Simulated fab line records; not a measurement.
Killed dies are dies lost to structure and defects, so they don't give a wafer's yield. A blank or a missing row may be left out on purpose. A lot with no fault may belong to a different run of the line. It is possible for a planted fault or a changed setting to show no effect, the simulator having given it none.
Split-lot experiment / flow n5 finfet / on a route of 1938 steps: 7 lots, 21 wafers read

ON THE SPLIT
At N5_BEOL_M1_TRENCH_ETCH_37 (etches SiOC in C4F6/O2, target depth 55.207 nm, time 29 s), the setting bias w was moved away from the recipe's 185 W on 6 of the 21 wafers read, by -16.6% to +8.1%. The other wafers ran this setting at the recipe's value.

Reading taken at the split's own step.

THE READING
rf vpp V, in V, at N5_BEOL_M1_TRENCH_ETCH_37 (etches SiOC in C4F6/O2, target depth 55.207 nm, time 29 s). Typical for fault-free wafers on this fab line: 668 V, with standard deviation 18 V.

wafer=L084.3; tool, chamber at the split=rie diel-06, 1; bias w as run, W=185; against the recipe=recipe; rf vpp V, V=679; against lot-mates on the recipe=-
wafer=L084.4; tool, chamber at the split=rie diel-06, 2; bias w as run, W=199.9; against the recipe=+8.1%; rf vpp V, V=724; against lot-mates on the recipe=+44
wafer=L084.5; tool, chamber at the split=rie diel-06, 1; bias w as run, W=185; against the recipe=recipe; rf vpp V, V=680; against lot-mates on the recipe=-
wafer=L086.3; tool, chamber at the split=rie diel-05, 0; bias w as run, W=185; against the recipe=recipe; rf vpp V, V=678; against lot-mates on the recipe=-
wafer=L086.5; tool, chamber at the split=rie diel-05, 2; bias w as run, W=185; against the recipe=recipe; rf vpp V, V=643; against lot-mates on the recipe=-
wafer=L086.6; tool, chamber at the split=rie diel-05, 1; bias w as run, W=154.3; against the recipe=-16.6%; rf vpp V, V=552; against lot-mates on the recipe=-108
wafer=L089.1; tool, chamber at the split=rie diel-05, 3; bias w as run, W=185; against the recipe=recipe; rf vpp V, V=692; against lot-mates on the recipe=-
wafer=L089.2; tool, chamber at the split=rie diel-05, 0; bias w as run, W=158.7; against the recipe=-14.2%; rf vpp V, V=600; against lot-mates on the recipe=-92
wafer=L089.6; tool, chamber at the split=rie diel-05, 3; bias w as run, W=158.7; against the recipe=-14.2%; rf vpp V, V=612; against lot-mates on the recipe=-80
wafer=L090.3; tool, chamber at the split=rie diel-06, 2; bias w as run, W=185; against the recipe=recipe; rf vpp V, V=680; against lot-mates on the recipe=-
wafer=L090.4; tool, chamber at the split=rie diel-06, 1; bias w as run, W=185; against the recipe=recipe; rf vpp V, V=679; against lot-mates on the recipe=-
wafer=L090.6; tool, chamber at the split=rie diel-06, 3; bias w as run, W=185; against the recipe=recipe; rf vpp V, V=641; against lot-mates on the recipe=-
wafer=L091.3; tool, chamber at the split=rie diel-04, 3; bias w as run, W=197.4; against the recipe=+6.7%; rf vpp V, V=686; against lot-mates on the recipe=+24
wafer=L091.4; tool, chamber at the split=rie diel-04, 2; bias w as run, W=197.4; against the recipe=+6.7%; rf vpp V, V=728; against lot-mates on the recipe=+66
wafer=L091.6; tool, chamber at the split=rie diel-04, 0; bias w as run, W=185; against the recipe=recipe; rf vpp V, V=662; against lot-mates on the recipe=-
wafer=L094.1; tool, chamber at the split=rie diel-06, 3; bias w as run, W=185; against the recipe=recipe; rf vpp V, V=642; against lot-mates on the recipe=-
wafer=L094.2; tool, chamber at the split=rie diel-06, 1; bias w as run, W=185; against the recipe=recipe; rf vpp V, V=680; against lot-mates on the recipe=-
wafer=L094.5; tool, chamber at the split=rie diel-06, 0; bias w as run, W=185; against the recipe=recipe; rf vpp V, V=668; against lot-mates on the recipe=-
wafer=L097.1; tool, chamber at the split=rie diel-04, 0; bias w as run, W=185; against the recipe=recipe; rf vpp V, V=663; against lot-mates on the recipe=-
wafer=L097.2; tool, chamber at the split=rie diel-04, 1; bias w as run, W=185; against the recipe=recipe; rf vpp V, V=667; against lot-mates on the recipe=-
wafer=L097.6; tool, chamber at the split=rie diel-04, 3; bias w as run, W=185; against the recipe=recipe; rf vpp V, V=652; against lot-mates on the recipe=-

THE FIT
A straight line over all 21 wafers: rf vpp V changes by +5.6 V for each +1% of bias w; r = +0.90; the points scatter about the line by 18 V.
The same after taking each lot's own level away (the mean of its wafers on the recipe; 21 wafers): +6.24 V for each +1%; r = +0.95; scatter 14 V.
Per that fit: largest bias w move, reading shift of 1e+02 V.
Across the lots, their own levels run from 660.5 to 692.0 V, a range of 1.8 times the standard deviation given above.
So the slope is not independent of the lot-to-lot level: the two fits are not the same.
Check: for one of the wafers moved furthest among these (-16.6%), held out of the fit, the line's prediction against its lot-mates is -101 V. Against them it came out at -108 V.
Tool readings at the split's step, against how far the setting was moved: rf vpp V r = +0.90.

THE FILE'S OWN FIT
rf vpp V changes by +6.24 V for each +1% of bias w, r = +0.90.
